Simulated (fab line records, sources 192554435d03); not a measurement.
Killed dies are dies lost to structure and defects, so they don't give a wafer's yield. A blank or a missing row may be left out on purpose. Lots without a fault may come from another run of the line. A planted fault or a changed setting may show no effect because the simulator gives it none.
fab line records | flow n5_finfet
record lots=24 wafers=72 last_day=18
route steps=1938 shown BEOL_M12@1613 BEOL_M13@1676
lots that met no fault: from a run of the same line without faults
start_h: hours from the record's first day to the start of the lot's first wafer shown | wait_h: hours since the lot's step before | " the same as in the row above | L1.1+2: a row that stands for several wafers | - no value, or no start given | * or withheld: withheld | < > ~ a bound
route shown NAME@n: a module of which the file shows steps, and the number in the route of the first | usual: mean/standard deviation of fault-free wafers | same: alike in all rows | chamber/n: place in a boat | sites: the reading at each site | _std_site: their standard deviation | _edge_site: outer sites' mean less inner sites' | radius_mm: how far each site lies from the wafer's centre | mask NAME#n: copy n | behind: the tool/chamber that last shaped the wafer | hold: why the lot was held/for how many hours/how that ended | device: the transistor (n, p or np) that didn't switch | end of line: the same wafers' tests at the end of the route | a step without rows: its recipe alone | killed: dies lost to structure and defects at the first sort, not the wafer's yield | map: a wafer's dies, x killed, . not, _ none there
set.NAME: the setting as run; set.NAME@STEP: as run at that earlier step | model.NAME: the simulator's own value behind a step, which no gauge read
steps of the route over a sample of lots; a table a step, a row a wafer
services: from which hour (start_h, from the record's first day; less than 0 if before it) a tool's chamber was out of use, for how many hours, and why
## steps
# step N5_BEOL_M12_OVL_MEAS_11
# recipe points_per_wafer=44
# usual V11_OVL=0/5.5
# columns lot.wafer tool chamber start_h wait_h V11_OVL[nm]
L075.1 overlay-01 0 243.84 0.0 10
L075.3 " 0 " " 4
L075.5 " 0 " " 7
L074.2 overlay-01 0 244.38 0.0 -2
L074.3 " 0 " " -1
L074.6 " 0 " " -1
L076.2 overlay-01 0 251.32 0.0 -5
L076.3 " 0 " " 0
L076.5 " 0 " " -6
L077.3 overlay-01 0 261.85 0.0 -3
L077.5 " 0 " " 5
L077.6 " 0 " " 1
L078.2 overlay-02 0 270.44 0.0 10
L078.4 " 0 " " 4
L078.6 " 0 " " 9
L080.1 overlay-02 0 276.70 0.0 4
L080.3 " 0 " " 0
L080.5 " 0 " " 5
L079.2 overlay-01 0 286.74 0.0 0
L079.3 " 0 " " 8
L079.6 " 0 " " 0
L081.1 overlay-01 0 288.21 0.0 -2
L081.3 " 0 " " -3
L081.6 " 0 " " -1
L083.3 overlay-01 0 289.25 0.0 -1
L083.4 " 0 " " -3
L083.5 " 0 " " 0
L082.2 overlay-02 0 296.28 0.0 -2
L082.3 " 0 " " -7
L082.5 " 0 " " -5
L084.1 overlay-01 0 309.52 0.0 0
L084.2 " 0 " " 3
L084.4 " 0 " " -1
L085.2 overlay-01 0 315.59 0.0 -2
L085.3 " 0 " " -1
L085.5 " 0 " " -4
L086.1 overlay-01 0 315.66 0.1 0
L086.4 " 0 " " 2
L086.6 " 0 " " -5
L089.4 overlay-02 0 323.77 0.0 0
L089.5 " 0 " " -4
L089.6 " 0 " " 1
L088.2 overlay-01 0 327.13 0.0 -6
L088.5 " 0 " " 0
L088.6 " 0 " " -5
L087.1 overlay-02 0 331.76 0.0 7
L087.4 " 0 " " 3
L087.5 " 0 " " 0
L091.1 overlay-01 0 333.30 0.0 14
L091.3 " 0 " " 12
L091.5 " 0 " " 14
L090.1 overlay-01 0 334.42 0.0 -9
L090.2 " 0 " " -5
L090.6 " 0 " " -2
L092.1 overlay-02 0 349.83 0.0 12
L092.2 " 0 " " 11
L092.6 " 0 " " 1
L094.1 overlay-02 0 350.73 0.0 6
L094.5 " 0 " " 8
L094.6 " 0 " " 4
L093.1 overlay-02 0 351.64 0.0 -8
L093.4 " 0 " " -9
L093.5 " 0 " " -7
L095.1 overlay-02 0 372.45 0.0 6
L095.2 " 0 " " 4
L095.4 " 0 " " -1
L096.2 overlay-01 0 372.49 0.0 5
L096.3 " 0 " " 1
L096.5 " 0 " " 1
L097.1 overlay-02 0 387.84 0.0 -2
L097.3 " 0 " " -4
L097.5 " 0 " " -7
# step N5_BEOL_M12_INSPECT_12
# recipe mode=adi inspect_instrument=macro
# usual raw_defect_count=2.1/1.4
# columns lot.wafer tool chamber start_h wait_h raw_defect_count
L075.1 defect_inspect-01 - 243.86 0.0 2
L075.3 " - " " 2
L075.5 " - " " 3
L074.2 defect_inspect-02 - 244.41 0.0 0
L074.3 " - " " 2
L074.6 " - " " 3
L076.2 defect_inspect-01 - 251.35 0.0 3
L076.3 " - " " 1
L076.5 " - " " 2
L077.3 defect_inspect-02 - 261.88 0.0 2
L077.5 " - " " 3
L077.6 " - " " 1
L078.2 defect_inspect-01 - 270.47 0.0 0
L078.4 " - " " 0
L078.6 " - " " 3
L080.1 defect_inspect-02 - 276.73 0.0 2
L080.3 " - " " 1
L080.5 " - " " 2
L079.2 defect_inspect-02 - 286.77 0.0 4
L079.3 " - " " 4
L079.6 " - " " 1
L081.1 defect_inspect-01 - 288.24 0.0 1
L081.3 " - " " 4
L081.6 " - " " 1
L083.3 defect_inspect-02 - 289.28 0.0 1
L083.4 " - " " 2
L083.5 " - " " 1
L082.2 defect_inspect-02 - 296.31 0.0 1
L082.3 " - " " 2
L082.5 " - " " 0
L084.1 defect_inspect-01 - 309.55 0.0 1
L084.2 " - " " 5
L084.4 " - " " 0
L085.2 defect_inspect-01 - 315.62 0.0 3
L085.3 " - " " 4
L085.5 " - " " 4
L086.1 defect_inspect-01 - 315.69 0.0 2
L086.4 " - " " 2
L086.6 " - " " 2
L089.4 defect_inspect-01 - 323.79 0.0 3
L089.5 " - " " 3
L089.6 " - " " 1
L088.2 defect_inspect-02 - 327.15 0.0 1
L088.5 " - " " 3
L088.6 " - " " 2
L087.1 defect_inspect-02 - 331.78 0.0 0
L087.4 " - " " 3
L087.5 " - " " 1
L091.1 defect_inspect-02 - 333.33 0.0 0
L091.3 " - " " 3
L091.5 " - " " 1
L090.1 defect_inspect-01 - 334.45 0.0 2
L090.2 " - " " 2
L090.6 " - " " 2
L092.1 defect_inspect-01 - 349.85 0.0 3
L092.2 " - " " 2
L092.6 " - " " 5
L094.1 defect_inspect-02 - 350.76 0.0 2
L094.5 " - " " 2
L094.6 " - " " 4
L093.1 defect_inspect-02 - 351.66 0.0 2
L093.4 " - " " 3
L093.5 " - " " 2
L095.1 defect_inspect-01 - 372.48 0.0 2
L095.2 " - " " 2
L095.4 " - " " 2
L096.2 defect_inspect-02 - 372.52 0.0 4
L096.3 " - " " 0
L096.5 " - " " 4
L097.1 defect_inspect-01 - 387.86 0.0 1
L097.3 " - " " 7
L097.5 " - " " 4
# step N5_BEOL_M12_STRIP_64
# recipe chemistry=N2/H2 power_w=1000 temp_c=250 h2_frac=0.65 overash_fraction=0.3 pressure_mtorr=withheld n2_flow_sccm=1750 h2_flow_sccm=3250
# usual drypump_motor_current_A=5.70/0.27 heater_power_w=318/27 oes_product_au=0.715/0.0047 strip_time_to_endpoint_s=31.30/0.077
# same overash_fraction=0.3
# columns lot.wafer tool chamber start_h wait_h drypump_motor_current_A heater_power_w oes_product_au rf_hours_counter_h strip_time_to_endpoint_s
L075.1 plasma_asher-01 1 244.25 0.0 6.02 286 0.717 103 31.38
L075.3 " 1 " " 6.02 297 0.712 - 31.42
L075.5 " 0 " " 5.72 319 0.714 - 31.43
L074.2 plasma_asher-02 0 244.79 0.0 5.37 350 0.715 69 31.29
L074.3 " 1 " " 5.33 358 0.716 - 31.17
L074.6 " 1 " " 5.36 355 0.719 - 31.30
L076.2 plasma_asher-01 1 251.75 0.0 6.01 288 0.723 104 31.13
L076.3 " 1 " " 6.01 289 0.712 - 31.18
L076.5 " 0 " " 5.71 309 0.713 - 31.20
L077.3 plasma_asher-02 0 263.75 0.0 5.37 340 0.716 - 31.34
L077.5 " 1 " " 5.37 357 0.705 - 31.37
L077.6 " 0 " " 5.35 338 0.713 - 31.42
L078.2 plasma_asher-02 1 270.92 0.0 5.37 366 0.720 74 31.31
L078.4 " 0 " " 5.36 339 0.713 - 31.29
L078.6 " 1 " " 5.35 363 0.715 - 31.35
L080.1 plasma_asher-01 0 277.11 0.0 5.74 311 0.725 110 31.33
L080.3 " 1 " " 6.03 293 0.719 - 31.28
L080.5 " 0 " " 5.70 309 0.716 - 31.34
L079.2 plasma_asher-01 0 287.16 0.0 5.72 314 0.709 111 31.29
L079.3 " 0 " " 5.72 311 0.718 - 31.31
L079.6 " 1 " " 6.02 289 0.719 - 31.32
L081.1 plasma_asher-01 1 288.62 0.0 6.01 294 0.718 112 31.26
L081.3 " 1 " " 6.02 281 0.720 - 31.18
L081.6 " 1 " " 6.00 297 0.713 - 31.19
L083.3 plasma_asher-01 1 290.03 0.0 6.04 283 0.717 - 31.26
L083.4 " 0 " " 5.72 321 0.708 - 31.24
L083.5 " 1 " " 6.02 296 0.713 - 31.19
L082.2 plasma_asher-01 0 297.30 0.0 5.71 307 0.714 116 31.25
L082.3 " 1 " " 6.04 294 0.718 - 31.35
L082.5 " 1 " " 6.02 291 0.716 - 31.33
L084.1 plasma_asher-01 1 310.06 0.0 6.04 300 0.709 121 31.27
L084.2 " 0 " " 5.72 309 0.712 121 31.31
L084.4 " 0 " " 5.73 306 0.712 - 31.28
L085.2 plasma_asher-01 1 316.13 0.0 5.99 295 0.716 122 31.26
L085.3 " 1 " " 6.02 288 0.715 - 31.35
L085.5 " 0 " " 5.73 307 0.713 - 31.35
L086.1 plasma_asher-01 0 316.47 0.0 5.70 307 0.717 123 31.36
L086.4 " 1 " " 6.04 289 0.718 - 31.28
L086.6 " 0 " " 5.72 312 0.710 - 31.30
L089.4 plasma_asher-01 1 324.19 0.0 6.01 290 0.716 - 31.34
L089.5 " 0 " " 5.70 317 0.708 - 31.32
L089.6 " 1 " " 6.08 293 0.722 - 31.23
L088.2 plasma_asher-02 0 327.53 0.0 5.36 342 0.708 80 31.21
L088.5 " 0 " " 5.35 345 0.718 - 31.29
L088.6 " 1 " " 5.35 355 0.711 - 31.27
L087.1 plasma_asher-01 1 332.17 0.0 5.99 295 0.712 127 31.20
L087.4 " 0 " " 5.74 312 0.708 - 31.22
L087.5 " 0 " " 5.71 302 0.701 - 31.22
L091.1 plasma_asher-02 1 333.71 0.0 5.34 369 0.713 82 31.34
L091.3 " 0 " " 5.36 344 0.716 - 31.35
L091.5 " 1 " " 5.34 364 0.709 - 31.38
L090.1 plasma_asher-01 0 334.83 0.0 5.75 317 0.707 128 31.48
L090.2 " 1 " " 6.03 300 0.721 128 31.37
L090.6 " 0 " " 5.72 311 0.717 - 31.47
L092.1 plasma_asher-02 0 350.23 0.0 5.36 349 0.717 85 31.42
L092.2 " 1 " " 5.35 355 0.720 85 31.34
L092.6 " 0 " " 5.36 344 0.711 - 31.34
L094.1 plasma_asher-02 0 351.14 0.0 5.36 348 0.720 85 31.30
L094.5 " 1 " " 5.35 358 0.711 - 31.26
L094.6 " 0 " " 5.37 346 0.708 - 31.23
L093.1 plasma_asher-02 1 352.04 0.0 5.37 367 0.720 86 31.26
L093.4 " 0 " " 5.35 358 0.717 - 31.33
L093.5 " 0 " " 5.36 348 0.721 - 31.32
L095.1 plasma_asher-01 1 372.93 0.0 6.03 291 0.714 137 31.34
L095.2 " 0 " " 5.70 311 0.711 137 31.32
L095.4 " 0 " " 5.70 312 0.714 - 31.22
L096.2 plasma_asher-01 1 373.64 0.0 6.03 289 0.713 137 31.24
L096.3 " 1 " " 6.04 286 0.716 - 31.16
L096.5 " 1 " " 6.04 294 0.721 - 31.22
L097.1 plasma_asher-01 0 388.65 0.0 5.73 309 0.715 142 31.35
L097.3 " 0 " " 5.73 307 0.712 - 31.46
L097.5 " 1 " " 6.00 291 0.715 - 31.32
# step N5_BEOL_M12_ETCH_38
# recipe chemistry=CF4/N2 target=SiCN target_depth_a=687 taper_deg=2 time_s=73.4 ion_energy_ev=150 mask_material=SiO2 pressure_mtorr=40 source_w=430 bias_w=70 Ar_flow_sccm=100 cf4_flow_sccm=60 n2_flow_sccm=60
# usual cf4_flow_sccm=59.98/0.17 drypump_motor_current_A=5.8/0.41 oes_product_au=0.82/0.1 rf_vpp_V=381.7/1.9 showerhead_plenum_p_Torr=2.18/0.073 throttle_valve_pct=15.36/0.23
# same time_s=73.4
# columns lot.wafer tool chamber start_h wait_h cf4_flow_sccm drypump_motor_current_A oes_product_au rf_hours_counter_h rf_vpp_V showerhead_plenum_p_Torr throttle_valve_pct
L075.1 rie_diel-05 2 247.83 - 59.98 5.5 0.86 41 381.9 2.15 15.10
L075.3 " 0 " " 60.03 5.8 0.69 245 384.7 2.26 15.44
L075.5 " 2 " " 60.08 5.5 0.86 - 380.3 2.15 15.11
L074.2 rie_diel-05 1 248.67 - 60.31 5.2 0.68 241 384.5 2.26 15.77
L074.3 " 2 " " 59.75 5.5 0.86 41 379.3 2.15 15.11
L074.6 " 0 " " 59.82 5.8 0.69 - 384.0 2.26 15.42
L076.2 rie_diel-02 0 259.35 - 60.04 6.3 0.73 176 378.3 2.02 15.61
L076.3 " 1 " " 60.16 5.4 0.70 214 384.8 2.29 15.44
L076.5 " 3 " " 60.06 6.0 0.82 - 380.4 2.13 15.47
L077.3 rie_diel-03 0 269.69 - 60.28 6.3 0.99 8 380.3 2.16 15.21
L077.5 " 3 " " 60.10 5.9 0.70 - 382.2 2.19 15.36
L077.6 " 0 " " 59.89 6.3 0.98 - 380.1 2.16 15.18
L078.2 rie_diel-05 2 274.58 - 60.12 5.5 0.86 52 380.3 2.15 15.13
L078.4 " 1 " " 59.56 5.1 0.68 - 383.4 2.25 15.78
L078.6 " 3 " " 59.82 6.5 0.69 - 382.8 2.26 15.81
L080.1 rie_diel-02 2 278.67 - 60.08 5.8 0.89 27 381.5 2.16 15.28
L080.3 " 1 " " 60.00 5.4 0.69 220 384.9 2.28 15.44
L080.5 " 1 " " 60.27 5.3 0.70 - 383.6 2.28 15.45
L079.2 rie_diel-02 2 291.31 - 60.08 5.8 0.88 32 380.8 2.16 15.29
L079.3 " 1 " " 59.90 5.4 0.69 224 384.5 2.28 15.45
L079.6 " 1 " " 59.82 5.4 0.69 - 384.3 2.28 15.45
L081.1 rie_diel-03 1 291.77 - 60.10 6.4 0.74 161 381.7 2.20 15.51
L081.3 " 3 " " 59.74 5.9 0.69 235 380.7 2.18 15.37
L081.6 " 0 " " 60.35 6.3 0.95 - 381.6 2.16 15.21
L083.3 rie_diel-02 1 294.01 - 59.90 5.4 0.68 225 383.8 2.28 15.45
L083.4 " 2 " " 59.81 5.8 0.87 33 381.6 2.16 15.28
L083.5 " 3 " " 59.95 6.0 0.80 - 382.2 2.13 15.48
L082.2 rie_diel-05 0 302.96 - 59.85 5.8 0.98 9 383.1 2.25 14.94
L082.3 " 1 " " 59.92 5.1 1.00 3 385.7 2.25 15.30
L082.5 " 1 " " 59.65 5.2 1.01 - 383.0 2.25 15.30
L084.1 rie_diel-02 2 312.92 - 59.91 5.8 0.87 40 379.7 2.15 15.28
L084.2 " 0 " " 60.08 6.3 0.72 193 376.9 2.02 15.66
L084.4 " 3 " " 59.94 6.0 0.79 97 381.1 2.12 15.50
L085.2 rie_diel-05 2 317.51 - 60.03 5.5 0.82 70 380.7 2.14 15.15
L085.3 " 0 " " 60.20 5.8 0.96 16 382.7 2.25 14.94
L085.5 " 0 " " 60.10 5.8 0.96 - 383.1 2.25 14.95
L086.1 rie_diel-05 2 320.14 - 60.24 5.5 0.82 71 381.0 2.14 15.15
L086.4 " 0 " " 60.18 5.7 0.94 - 384.3 2.25 14.96
L086.6 " 2 " " 59.93 5.5 0.82 - 381.1 2.14 15.17
L089.4 rie_diel-02 0 329.30 - 59.96 6.4 0.71 200 378.4 2.02 15.64
L089.5 " 0 " " 60.23 6.4 0.71 - 376.6 2.02 15.65
L089.6 " 3 " " 59.93 6.0 0.78 - 379.9 2.12 15.50
L088.2 rie_diel-05 0 329.55 - 59.94 5.8 0.95 21 382.6 2.25 14.97
L088.5 " 0 " " 59.87 5.8 0.95 - 382.5 2.25 14.96
L088.6 " 2 " " 60.19 5.5 0.82 - 380.8 2.14 15.17
L087.1 rie_diel-03 0 335.01 - 60.12 6.3 0.91 35 381.2 2.15 15.25
L087.4 " 2 " " 59.81 5.4 0.92 43 381.3 2.15 15.10
L087.5 " 3 " " 59.72 5.9 0.69 - 381.2 2.18 15.41
L091.1 rie_diel-03 0 335.12 - 59.87 6.3 0.92 35 382.1 2.15 15.25
L091.3 " 2 " " 59.96 5.4 0.91 43 380.7 2.15 15.10
L091.5 " 1 " " 60.08 6.3 0.73 - 381.9 2.19 15.53
L090.1 rie_diel-02 0 336.35 - 60.02 6.3 0.71 203 377.7 2.01 15.66
L090.2 " 2 " " 59.96 5.7 0.85 50 380.3 2.15 15.31
L090.6 " 1 " " 59.87 5.4 0.67 - 383.1 2.28 15.49
L092.1 rie_diel-02 3 357.13 - 60.16 5.9 0.77 116 379.4 2.12 15.54
L092.2 " 2 " " 59.82 5.8 0.84 59 380.0 2.15 15.35
L092.6 " 3 " " 59.99 6.0 0.77 - 380.6 2.12 15.53
L094.1 rie_diel-05 2 357.74 - 59.95 5.5 0.81 85 380.5 2.14 15.19
L094.5 " 1 " " 60.03 5.2 0.94 - 384.1 2.24 15.37
L094.6 " 0 " " 59.99 5.7 0.93 - 382.4 2.25 14.99
L093.1 rie_diel-03 3 358.41 - 59.90 5.9 1.01 2 381.5 2.18 14.93
L093.4 " 0 " " 60.23 6.3 0.91 44 381.0 2.15 15.26
L093.5 " 2 " " 59.57 5.5 0.90 - 381.5 2.15 15.11
L095.1 rie_diel-05 0 375.70 - 59.84 5.8 0.90 40 382.9 2.24 15.01
L095.2 " 3 " " 59.96 6.5 0.93 18 382.9 2.25 15.37
L095.4 " 1 " " 59.97 5.1 0.91 34 382.8 2.24 15.36
L096.2 rie_diel-02 3 375.75 - 59.74 5.9 0.76 124 380.4 2.11 15.56
L096.3 " 0 " " 59.99 6.3 0.70 219 377.7 2.01 15.71
L096.5 " 2 " " 59.98 5.8 0.82 - 380.9 2.14 15.35
L097.1 rie_diel-03 3 391.85 - 60.10 5.9 0.96 14 380.6 2.17 14.96
L097.3 " 2 " " 59.74 5.5 0.86 65 382.0 2.14 15.14
L097.5 " 2 " " 59.67 5.4 0.86 - 381.2 2.14 15.14
# step N5_BEOL_M12_DEP_53
# recipe material=SiCN target_thk_a=300 temp_c=withheld precursor=3MS/NH3 pressure_torr=3 rf_w=675 time_s=10.5
# usual showerhead_plenum_p_Torr=4.149/0.023 showerhead_vpp_V=1612/68 throttle_valve_pct=17.7/0.86
# same time_s=10.5
# columns lot.wafer tool chamber start_h wait_h showerhead_plenum_p_Torr showerhead_vpp_V throttle_valve_pct
L075.1 pecvd-02 1 250.28 0.0 4.155 1650 18.6
L075.3 " 2 " " 4.135 1680 17.9
L075.5 " 1 " " 4.147 1638 18.8
L074.2 pecvd-01 1 251.01 0.0 4.132 1680 17.3
L074.3 " 2 " " 4.147 1625 16.7
L074.6 " 0 " " 4.136 1542 16.5
L076.2 pecvd-02 2 260.86 0.0 4.129 1678 17.7
L076.3 " 0 " " 4.183 1527 18.4
L076.5 " 0 " " 4.172 1544 18.2
L077.3 pecvd-02 1 271.24 0.0 4.153 1650 18.9
L077.5 " 2 " " 4.136 1668 18.0
L077.6 " 0 " " 4.179 1524 18.3
L078.2 pecvd-03 2 276.52 0.0 4.139 1566 17.5
L078.4 " 2 " " 4.147 1580 17.6
L078.6 " 0 " " 4.182 1821 19.8
L080.1 pecvd-02 0 280.28 0.0 4.181 1538 18.5
L080.3 " 1 " " 4.158 1607 18.8
L080.5 " 2 " " 4.120 1683 17.6
L079.2 pecvd-02 0 293.04 0.0 4.168 1546 18.6
L079.3 " 1 " " 4.141 1622 18.5
L079.6 " 1 " " 4.165 1655 18.7
L081.1 pecvd-03 1 294.56 0.0 4.190 1541 17.1
L081.3 " 2 " " 4.138 1551 17.6
L081.6 " 2 " " 4.142 1596 17.7
L083.3 pecvd-01 1 295.36 0.0 4.133 1679 17.5
L083.4 " 2 " " 4.142 1610 16.6
L083.5 " 0 " " 4.119 1583 16.7
L082.2 pecvd-01 1 304.36 0.0 4.119 1668 17.6
L082.3 " 0 " " 4.117 1492 16.7
L082.5 " 0 " " 4.111 1516 16.8
L084.1 pecvd-01 1 315.21 0.0 4.123 1697 17.6
L084.2 " 2 " " 4.173 1611 16.6
L084.4 " 0 " " 4.127 1585 16.3
L085.2 pecvd-01 2 319.07 0.0 4.141 1591 16.6
L085.3 " 1 " " 4.122 1684 17.4
L085.5 " 0 " " 4.126 1519 16.7
L086.1 pecvd-03 2 322.27 0.0 4.147 1564 17.7
L086.4 " 2 " " 4.127 1564 17.9
L086.6 " 2 " " 4.144 1593 17.8
L089.4 pecvd-01 1 330.90 0.0 4.128 1665 17.9
L089.5 " 2 " " 4.149 1578 16.5
L089.6 " 0 " " 4.131 1543 16.7
L088.2 pecvd-01 0 331.21 0.0 4.125 1543 16.9
L088.5 " 2 " " 4.157 1618 16.9
L088.6 " 1 " " 4.135 1688 17.1
L087.1 pecvd-03 2 336.57 0.0 4.147 1572 17.6
L087.4 " 1 " " 4.180 1586 17.0
L087.5 " 1 " " 4.187 1565 16.8
L091.1 pecvd-02 2 336.68 0.0 4.127 1685 18.2
L091.3 " 0 " " 4.180 1511 18.4
L091.5 " 0 " " 4.193 1533 18.3
L090.1 pecvd-01 1 338.52 0.0 4.126 1687 17.3
L090.2 " 0 " " 4.125 1568 16.5
L090.6 " 2 " " 4.161 1620 16.9
L092.1 pecvd-02 1 359.08 0.0 4.162 1605 19.0
L092.2 " 2 " " 4.125 1667 18.2
L092.6 " 0 " " 4.181 1556 18.3
L094.1 pecvd-01 1 359.60 0.0 4.126 1662 17.3
L094.5 " 2 " " 4.158 1627 16.8
L094.6 " 1 " " 4.132 1699 17.3
L093.1 pecvd-02 0 359.98 0.0 4.185 1550 18.4
L093.4 " 1 " " 4.164 1659 18.7
L093.5 " 0 " " 4.172 1530 18.5
L096.2 pecvd-02 1 377.46 0.0 4.152 1634 18.9
L096.3 " 2 " " 4.123 1660 17.9
L096.5 " 2 " " 4.129 1666 18.2
L095.1 pecvd-02 2 377.56 0.0 4.119 1656 18.3
L095.2 " 1 " " 4.160 1616 19.0
L095.4 " 1 " " 4.163 1636 18.9
L097.1 pecvd-01 2 393.48 0.0 4.149 1580 16.8
L097.3 " 2 " " 4.143 1616 16.9
L097.5 " 0 " " 4.131 1583 16.8
# step N5_BEOL_M13_STRIP_64
# recipe chemistry=N2/H2 power_w=1000 temp_c=250 h2_frac=0.65 overash_fraction=0.3 pressure_mtorr=withheld n2_flow_sccm=1750 h2_flow_sccm=3250
# usual drypump_motor_current_A=5.75/0.26 heater_power_w=313/25 oes_product_au=0.715/0.0046 strip_time_to_endpoint_s=31.35/0.065
# same overash_fraction=0.3
# columns lot.wafer tool chamber start_h wait_h drypump_motor_current_A heater_power_w oes_product_au rf_hours_counter_h strip_time_to_endpoint_s
L075.1 plasma_asher-02 1 251.33 0.0 5.35 364 0.716 70 31.24
L075.3 " 1 " " 5.36 361 0.714 - 31.20
L075.5 " 0 " " 5.36 339 0.715 - 31.23
L074.2 plasma_asher-01 0 252.06 0.0 5.70 311 0.715 105 31.39
L074.3 " 0 " " 5.69 306 0.722 - 31.38
L074.6 " 0 " " 5.69 312 0.710 - 31.40
L076.2 plasma_asher-02 1 263.55 0.0 5.35 368 0.711 72 31.30
L076.3 " 0 " " 5.35 342 0.717 - 31.32
L076.5 " 0 " " 5.35 347 0.716 - 31.40
L077.3 plasma_asher-01 0 272.31 0.0 5.73 311 0.720 - 31.33
L077.5 " 1 " " 6.02 292 0.710 - 31.36
L077.6 " 0 " " 5.73 313 0.719 - 31.34
L078.2 plasma_asher-01 1 277.57 0.0 6.02 287 0.720 110 31.39
L078.4 " 1 " " 6.03 294 0.717 - 31.29
L078.6 " 0 " " 5.69 304 0.713 - 31.30
L080.1 plasma_asher-01 1 281.33 0.0 6.02 295 0.713 110 31.33
L080.3 " 1 " " 6.03 287 0.716 - 31.38
L080.5 " 1 " " 6.06 290 0.717 - 31.30
L079.2 plasma_asher-01 0 294.23 0.0 5.73 308 0.706 114 31.38
L079.3 " 1 " " 6.02 297 0.716 - 31.39
L079.6 " 0 " " 5.73 306 0.716 - 31.32
L081.1 plasma_asher-01 0 296.14 0.0 5.75 322 0.714 115 31.25
L081.3 " 1 " " 6.04 296 0.715 - 31.29
L081.6 " 1 " " 6.02 288 0.717 - 31.30
L083.3 plasma_asher-01 0 296.44 0.0 5.75 306 0.710 - 31.36
L083.4 " 1 " " 6.03 289 0.718 - 31.38
L083.5 " 0 " " 5.75 317 0.720 - 31.37
L082.2 plasma_asher-01 0 305.53 0.0 5.73 304 0.721 119 31.38
L082.3 " 0 " " 5.74 308 0.711 - 31.37
L082.5 " 1 " " 6.03 294 0.711 - 31.37
L084.1 plasma_asher-01 1 316.29 0.0 6.02 289 0.719 122 31.43
L084.2 " 0 " " 5.74 300 0.716 122 31.40
L084.4 " 1 " " 6.03 288 0.718 - 31.38
L085.2 plasma_asher-02 0 320.31 0.0 5.37 344 0.714 79 31.42
L085.3 " 1 " " 5.36 361 0.717 - 31.40
L085.5 " 0 " " 5.37 340 0.710 - 31.35
L086.1 plasma_asher-01 0 323.49 0.0 5.73 312 0.708 124 31.21
L086.4 " 1 " " 6.01 286 0.714 - 31.27
L086.6 " 1 " " 6.03 290 0.713 - 31.22
L089.4 plasma_asher-01 0 332.02 0.0 5.69 308 0.714 - 31.41
L089.5 " 0 " " 5.73 315 0.715 - 31.41
L089.6 " 1 " " 6.04 288 0.715 - 31.35
L088.2 plasma_asher-02 0 332.32 0.0 5.36 352 0.719 81 31.41
L088.5 " 1 " " 5.35 360 0.711 - 31.38
L088.6 " 0 " " 5.36 353 0.713 - 31.42
L087.1 plasma_asher-01 1 337.76 0.0 6.05 294 0.715 128 31.36
L087.4 " 0 " " 5.70 314 0.716 - 31.35
L087.5 " 1 " " 6.02 291 0.707 - 31.39
L091.1 plasma_asher-02 1 337.80 0.0 5.34 359 0.712 83 31.39
L091.3 " 0 " " 5.35 348 0.714 - 31.38
L091.5 " 0 " " 5.35 348 0.712 - 31.37
L090.1 plasma_asher-02 0 339.61 0.0 5.37 341 0.712 83 31.35
L090.2 " 1 " " 5.35 360 0.711 83 31.40
L090.6 " 1 " " 5.36 352 0.718 - 31.37
L092.1 plasma_asher-01 1 360.13 0.0 6.01 292 0.709 133 31.36
L092.2 " 0 " " 5.75 304 0.709 133 31.31
L092.6 " 0 " " 5.75 313 0.710 - 31.35
L094.1 plasma_asher-01 0 360.82 0.0 5.70 307 0.718 133 31.39
L094.5 " 0 " " 5.69 311 0.725 - 31.40
L094.6 " 1 " " 6.03 284 0.712 - 31.39
L093.1 plasma_asher-01 1 361.03 0.0 6.01 290 0.714 133 31.22
L093.4 " 1 " " 6.02 292 0.712 - 31.35
L093.5 " 0 " " 5.73 309 0.718 - 31.27
L096.2 plasma_asher-01 1 378.51 0.0 6.02 295 0.720 140 31.30
L096.3 " 1 " " 6.00 291 0.720 - 31.30
L096.5 " 0 " " 5.76 314 0.714 - 31.30
L095.1 plasma_asher-01 1 378.79 0.0 6.02 294 0.719 140 31.50
L095.2 " 0 " " 5.71 310 0.707 140 31.44
L095.4 " 1 " " 6.00 290 0.720 - 31.43
L097.1 plasma_asher-01 1 394.54 0.0 6.05 287 0.722 146 31.22
L097.3 " 0 " " 5.74 308 0.711 - 31.26
L097.5 " 0 " " 5.73 309 0.719 - 31.31
## services
# columns tool chamber start_h hours kind
pecvd-02 2 252.11 3.4 repair
rie_diel-05 3 253.97 1.8 repair
pecvd-02 - 257.22 1.5 repair
rie_diel-02 1 259.41 3.0 repair
plasma_asher-02 - 264.42 4.5 repair
rie_diel-02 0 272.35 6.4 repair
rie_diel-03 3 272.91 8.3 repair
plasma_asher-02 - 285.72 15.6 pm
rie_diel-03 2 308.08 2.5 repair
rie_diel-03 3 308.34 5.9 repair
plasma_asher-02 - 310.10 2.7 repair
plasma_asher-02 - 314.53 4.3 repair
rie_diel-03 1 314.59 8.3 repair
rie_diel-05 2 335.38 4.5 repair
pecvd-02 2 346.08 11.0 repair
pecvd-01 - 348.71 0.8 repair
rie_diel-02 1 349.06 28.8 repair
rie_diel-03 1 370.41 3.2 repair
rie_diel-03 3 376.39 2.1 repair
rie_diel-03 0 382.97 3.4 repair
pecvd-02 - 383.03 14.6 pm
rie_diel-03 1 385.29 21.7 repair
rie_diel-05 1 385.92 10.7 repair
rie_diel-05 - 394.14 14.6 pm
## key
fault none
